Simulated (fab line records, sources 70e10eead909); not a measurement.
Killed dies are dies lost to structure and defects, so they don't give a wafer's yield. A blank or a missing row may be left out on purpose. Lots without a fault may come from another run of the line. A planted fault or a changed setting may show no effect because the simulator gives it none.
Chamber matching | flow nand_harc | NHARC_P_M2_ETCH_35 on rie_diel-13: 4 sister chambers
The step etches the open film in N2/H2, target depth 40 nm, overetch 12 nm, time 43.94 s. 14 wafers are shown with their chamber, then 7 later ones without.

WAFERS WITH THEIR CHAMBER
wafer  | chamber | drypump_motor_current_A (A) | run_length_s (s) | oes_product_au (a.u.)
L884.1 | 0       | 5.7                         | 64.1             | 1.007
L884.3 | 1       | 6.6                         | 65.4             | 1.014
L884.6 | 2       | 5.9                         | 66.0             | 1.021
L886.1 | 0       | 5.7                         | 64.6             | 1.014
L886.2 | 1       | 6.6                         | 65.0             | 1.013
L886.4 | 2       | 5.8                         | 65.6             | 1.027
L887.1 | 3       | 6.2                         | 65.8             | 1.009
L887.2 | 1       | 6.6                         | 64.9             | 1.013
L887.5 | 1       | 6.6                         | 65.2             | 1.007
L888.1 | 1       | 6.7                         | 65.7             | 1.013
L888.3 | 3       | 6.2                         | 65.4             | 1.004
L888.6 | 2       | 5.8                         | 65.7             | 1.022
L889.1 | 3       | 6.2                         | 65.8             | 1.001
L889.5 | 1       | 6.6                         | 65.4             | 1.017

SIGNATURES (means of the wafers above)
reading                 | chamber 0 | chamber 1 | chamber 2 | chamber 3 | scatter within a chamber
drypump_motor_current_A | 5.700     | 6.617     | 5.833     | 6.200     | 0.0387
run_length_s            | 64.350    | 65.267    | 65.767    | 65.667    | 0.274
oes_product_au          | 1.01050   | 1.01283   | 1.02333   | 1.00467   | 0.00361
Rule: a wafer's distance from a chamber is the root of the sum, over the readings, of the square of ((its reading less the chamber's mean) divided by the reading's scatter). The wafer belongs to the nearest chamber; if the next one is less than 2 further off, it can't be placed. The scatter: the root of (the sum of the squares of (reading less its chamber's mean) over the shown wafers, divided by (wafers less chambers)).

WAFERS WITHOUT THEIR CHAMBER
wafer  | drypump_motor_current_A (A) | run_length_s (s) | oes_product_au (a.u.)
L889.6 | 5.8                         | 65.3             | 1.022
L890.1 | 6.2                         | 65.9             | 1.004
L890.2 | 6.7                         | 65.2             | 1.023
L890.4 | 5.8                         | 65.4             | 1.019
L895.1 | 5.9                         | 65.6             | 1.025
L895.3 | 6.6                         | 65.1             | 1.003
L895.5 | 6.6                         | 65.3             | 1.014

WHICH CHAMBER EACH WENT THROUGH
wafer  | from the rows above | in truth
L889.6 | 2                   | 2
L890.1 | 3                   | 3
L890.2 | 1                   | 1
L890.4 | 2                   | 2
L895.1 | 2                   | 2
L895.3 | 1                   | 1
L895.5 | 1                   | 1
Placed correctly: 7 of 7. Can't be placed from these rows: 0. Placed wrongly: 0.
